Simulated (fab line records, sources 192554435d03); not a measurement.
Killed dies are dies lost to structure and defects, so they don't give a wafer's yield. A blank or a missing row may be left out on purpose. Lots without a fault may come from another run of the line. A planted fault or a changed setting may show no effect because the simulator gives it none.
A struck lot beside a sound one | flow n5_finfet | 36 steps out of a route of 1938
Sound: wafers L997.4, L997.5, L997.6. Struck: wafers L105.3, L105.4, L105.6. The cause comes at the end.
At each step with rows: each side's tool, then ch and its chambers, then its first start. Under that, the readings that differ: sound wafers | struck wafers | difference of the means | sigmas: that difference in standard deviations of wafers without a fault.
alike: readings whose means differ by less than 2 such deviations, and words and numbers that are the same on both sides. not compared: withheld readings, readings that some wafer has no value for, bounds like >300 that may hide the same value, and numbers for which the record gives no deviation and whose values overlap.
The two part at a step that has a row with sigmas, a row that says differs or no value, or rows on one side only. Numbers that don't overlap but have no deviation are shown without sigmas and don't part them. A reading that every wafer of one side lacks parts them only if that side has two wafers or more.

first, 9 steps without rows for these wafers: N5_BEOL_M0_ANNEAL_135 (time 60 s); N5_BEOL_M0_SPUTTER_141 (material Cu, target thk 4 nm, time 7.37 s); N5_BEOL_M0_ECD_118 (material Cu, target thk 300 nm); N5_BEOL_M0_ANNEAL_119 (time 90 s); N5_BEOL_M0_CMP_120 (polishes, stops on SiOC, t overpolish 6.9 s); N5_BEOL_M0_PRE_CLEAN_131 (time 15 s); N5_BEOL_M0_CO_CAP_123 (material Co, precursor CCTBA/H2, target thk 2 nm, time 102.1 s); N5_BEOL_M0_PRE_CLEAN_124 (time 15 s); N5_BEOL_M0_DEP_125 (deposits SiCN from 3MS/NH3, target thk 8 nm, time 14 s).
N5_BEOL_M1_ILD_DEP_00: deposits SiOC from DEMS/O2, target thk 79 nm, time 15.3 s.
  sound on pecvd-03 ch 1,2, day 7 10:38; struck on pecvd-03 ch 0,1,2, day 9 13:05
  no value came back on the struck wafers for any of 5 readings (chamber_pressure_Torr (Torr), heater_power_outer_w (W) and others); on the sound wafers chamber_pressure_Torr (Torr) reads 5.002 5.003 4.999
then, 24 steps without rows for these wafers: N5_BEOL_M1_PECVD_72 (deposits SiO2 from TEOS/O2, target thk 16 nm, time 18 s); N5_BEOL_M1_HM_DEP_02 (deposits TiN, target thk 20 nm); N5_BEOL_M1_COAT_61 (time 60 s, resist thk 60 nm); N5_BEOL_M1_COAT_62 (time 60 s, resist thk 12 nm); N5_BEOL_M1_COAT_73 (time 60 s, resist thk 5 nm); N5_BEOL_M1_COAT_05 (resist thk 30 nm); N5_BEOL_M1_EBR_07; N5_BEOL_M1_SOFTBAKE_06 (time 60 s); N5_BEOL_M1_EXPOSE_08 (exposes mask M1); N5_BEOL_M1_PEB_09 (peb time 60 s); N5_BEOL_M1_DEVELOP_10 (develop time 30 s); N5_BEOL_M1_DESCUM_16 (chemistry O2, time 7 s); N5_BEOL_M1_ETCH_74 (etches underlayer in N2/H2, target depth 6.5 nm, time 5.2 s); N5_BEOL_M1_ETCH_63 (etches SiARC in CF4, target depth 15.6 nm, time 26 s); N5_BEOL_M1_ETCH_64 (etches SOC in N2/H2, target depth 75 nm, overetch 15 nm, time 112.5 s); N5_BEOL_M1_STRIP_65 (strips in N2/H2); N5_BEOL_M1_STRIP_75 (strips in N2/H2); N5_BEOL_M1_STRIP_66 (strips in CF4); N5_BEOL_M1_HM_OPEN_17 (chemistry Cl2/BCl3, target TiN, target depth 20 nm, overetch 6 nm); N5_BEOL_M1_STRIP_19 (strips in O2); N5_BEOL_M1_COAT_67 (time 60 s, resist thk 60 nm); N5_BEOL_M1_COAT_68 (time 60 s, resist thk 12 nm); N5_BEOL_M1_COAT_76 (time 60 s, resist thk 5 nm); N5_BEOL_M1_COAT_22 (resist thk 30 nm).
N5_BEOL_M1_OCD_MEAS_38:
  sound on ocd-02, day 7 16:41; struck on ocd-02, day 10 20:10
  reading              | sound          | struck | difference                    | sigmas
  trench_depth_nm (nm) | 53.0 56.7 56.2 | - - -  | no value on the struck wafers |
then, 1 step without rows for these wafers: N5_PASSIVATION_PROBE_49.

WHERE THEY PART
First at N5_BEOL_M1_ILD_DEP_00; last, within this record, at N5_BEOL_M1_OCD_MEAS_38.

WHY: what the simulator had put in
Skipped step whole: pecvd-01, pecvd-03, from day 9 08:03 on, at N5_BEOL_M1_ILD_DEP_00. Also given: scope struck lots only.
